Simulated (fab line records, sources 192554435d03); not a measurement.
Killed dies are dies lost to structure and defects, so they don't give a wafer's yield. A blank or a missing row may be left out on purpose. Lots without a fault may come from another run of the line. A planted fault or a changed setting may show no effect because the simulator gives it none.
Chamber matching | flow n5_finfet | N5_BEOL_M3_DEP_57 on pecvd-04: 3 sister chambers
The step deposits SiCN from 3MS/NH3, target thk 8 nm, time 14 s. 6 wafers are shown with their chamber, then 10 later ones without.

WAFERS WITH THEIR CHAMBER
wafer  | chamber | showerhead_plenum_p_Torr (Torr) | throttle_valve_pct (%)
L080.6 | 0       | 3.698                           | 9.5
L086.3 | 0       | 3.684                           | 9.5
L087.5 | 2       | 3.682                           | 9.2
L087.6 | 1       | 3.644                           | 10.4
L091.3 | 2       | 3.684                           | 9.0
L091.5 | 1       | 3.641                           | 10.3

WAFERS WITHOUT THEIR CHAMBER
wafer  | showerhead_plenum_p_Torr (Torr) | throttle_valve_pct (%)
L091.6 | 3.686                           | 9.0
L092.2 | 3.644                           | 10.0
L092.5 | 3.637                           | 10.0
L092.6 | 3.705                           | 9.2
L095.2 | 3.683                           | 9.2
L095.3 | 3.693                           | 9.3
L095.5 | 3.650                           | 10.1
L096.1 | 3.684                           | 9.0
L096.3 | 3.693                           | 9.5
L096.5 | 3.692                           | 9.4

WHICH CHAMBER EACH WENT THROUGH
wafer  | from the rows above     | in truth
L091.6 | 2                       | 2
L092.2 | 1                       | 1
L092.5 | 1                       | 1
L092.6 | can't be placed: 2 or 0 | 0
L095.2 | 2                       | 2
L095.3 | can't be placed: 0 or 2 | 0
L095.5 | 1                       | 1
L096.1 | 2                       | 2
L096.3 | 0                       | 0
L096.5 | 0                       | 0
Placed correctly: 8 of 10. Can't be placed from these rows: 2 (the true chamber is among the candidates in 2). Placed wrongly: 0.
How it was worked out, from the rows above alone: a wafer's distance from a chamber is the root of the sum, over the readings, of the square of ((its reading less the chamber's mean) divided by the reading's scatter). The wafer belongs to the nearest chamber; if the next one is less than 2 further off, it can't be placed. A chamber's mean is the mean of its shown wafers. The scatter: the root of (the sum of the squares of (reading less its chamber's mean) over the shown wafers, divided by (wafers less chambers)).
